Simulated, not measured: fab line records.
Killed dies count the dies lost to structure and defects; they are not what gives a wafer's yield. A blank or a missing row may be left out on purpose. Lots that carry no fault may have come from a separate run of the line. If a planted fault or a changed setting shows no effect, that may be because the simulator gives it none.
Code-filled problem report in 8D (eight disciplines) form | flow n5_finfet | the parts of the form that need people (team, actions taken, sign-off) are left out
Where a reading is given only as a bound, like >300, the bound stands for it, and a mean or a difference that rests on one is marked > or <: the true number lies beyond.

## 1. WHAT IS WRONG
raw_defect_count at N5_HKMG_FIN_INSPECT_14 reads a mean of >300 on 1 wafer of 1 lot; wafers without a fault read 1.9 with a standard deviation of 1.3. That is +99 or more standard deviations from the usual mean.
The step: inspects for defects (macro).
First observed at day 6 13:35: wafer L757.4, on defect_inspect-02. Wafers with a number at this step in the record: 27, from 9 lots. Rule for "out" (also "out of limits"): further than 4 standard deviations from the usual mean. Any other wafer with a number is counted as sound.

## 2. WHAT IT IS AND WHAT IT IS NOT
question                    | is                | is not
which readings at this step | raw_defect_count  | -
which lots                  | L757              | L751, L761, L762, L765, L766, L768, L769, L770
which wafers of those lots  | L757.4            | L757.1, L757.3
read on which gauges        | defect_inspect-02 | defect_inspect-01
when                        | from day 6 13:35  | up to then (5 sound wafers); but 21 sound wafers of L761, L762, L765, L766, L768, L769, L770 came after

## 3. WHAT RULES OUT EACH SUSPECT
Counting: if a tool at a process step up to the reading ran every lot that is out, it stays a suspect. Sound lots after the first of them don't rule it out here, since some wafers of a struck lot are sound.
- the gauge at N5_HKMG_FIN_INSPECT_14: ruled out. All the wafers that are out were read on defect_inspect-02, but those of them that N5_PASSIVATION_PROBE_49 has rows for are out there too, on other tools.
- ald_hk-03 at N5_HKMG_FIN_ALD_75 (deposits Al2O3, target thk 1 nm, co reactant pulse time 1 s): kept. It ran the lot that is out, L757 (day 6 09:16).
- wet_bench-01 at N5_HKMG_FIN_WET_ETCH_77 (etches La2O3 in dHCl, stops on HfO2, target depth 2 nm): kept. It ran the lot that is out, L757 (day 6 11:19); its last sound lot up to then is L751 (day 5 00:01).
- In ald_hk-03 at N5_HKMG_FIN_ALD_75, the wafers that are out were processed in chamber 0 and their sound lot-mates in chambers 2, 3.
After counting, ald_hk-03 at N5_HKMG_FIN_ALD_75 and wet_bench-01 at N5_HKMG_FIN_WET_ETCH_77 remain.

## 4. THE CAUSE (what the simulator had put in)
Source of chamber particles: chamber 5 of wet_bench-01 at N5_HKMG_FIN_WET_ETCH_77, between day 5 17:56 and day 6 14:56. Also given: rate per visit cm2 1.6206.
After counting, 2 suspects remain, this tool included.

## 5. THE EFFECT CHAIN, in route order
One row per reading whose mean, taken over the struck wafers that have a number, lies over 3 standard deviations from the usual. Only readings for which the record gives a usual standard deviation are gone through. hours: the time from each lot's start at the first step in this table that gives one to its start at this step, as a median over the lots. sigmas: the change in usual standard deviations.
hours | step                    | reading              | usual  | on struck wafers | change | sigmas
0     | N5_HKMG_FIN_INSPECT_14  | raw_defect_count     | 1.9    | >300             | >+298  | +99 or more
273   | N5_PASSIVATION_PROBE_49 | defect_limited_yield | 90.9 % | 78.7             | -12.2  | -8.7
273   | N5_PASSIVATION_PROBE_49 | killed_at_front_end  | 38     | 191              | +153   | +14
273   | N5_PASSIVATION_PROBE_49 | killed_dies          | 107    | 251              | +144   | +9.0
273   | N5_PASSIVATION_PROBE_49 | sort_bin_5_function  | 5.3 %  | 13.1             | +7.8   | +8.3
273   | N5_PASSIVATION_PROBE_49 | sort_n_pass          | 1073   | 929              | -144   | -9.0
273   | N5_PASSIVATION_PROBE_49 | sort_yield_pct       | 90.9 % | 78.7             | -12.2  | -8.7
Process steps it contains:
- N5_PASSIVATION_PROBE_49
Later steps that measure or inspect, where all struck wafers having a row at the step show a number for every such reading and not one has moved that far: N5_BEOL_M4_RC_MEAS_101.

## 6. HOW IT WOULD HAVE BEEN CAUGHT EARLIER
The first out-of-limits reading at a measuring or inspecting step in this record came at day 6 13:35, 20 hours after the fault's start at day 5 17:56.
The start of N5_HKMG_FIN_WET_ETCH_77 on wet_bench-01 came by day 6 13:35 for every one of the lots that are out (1). Holding the tool at that point would not have protected any of them.
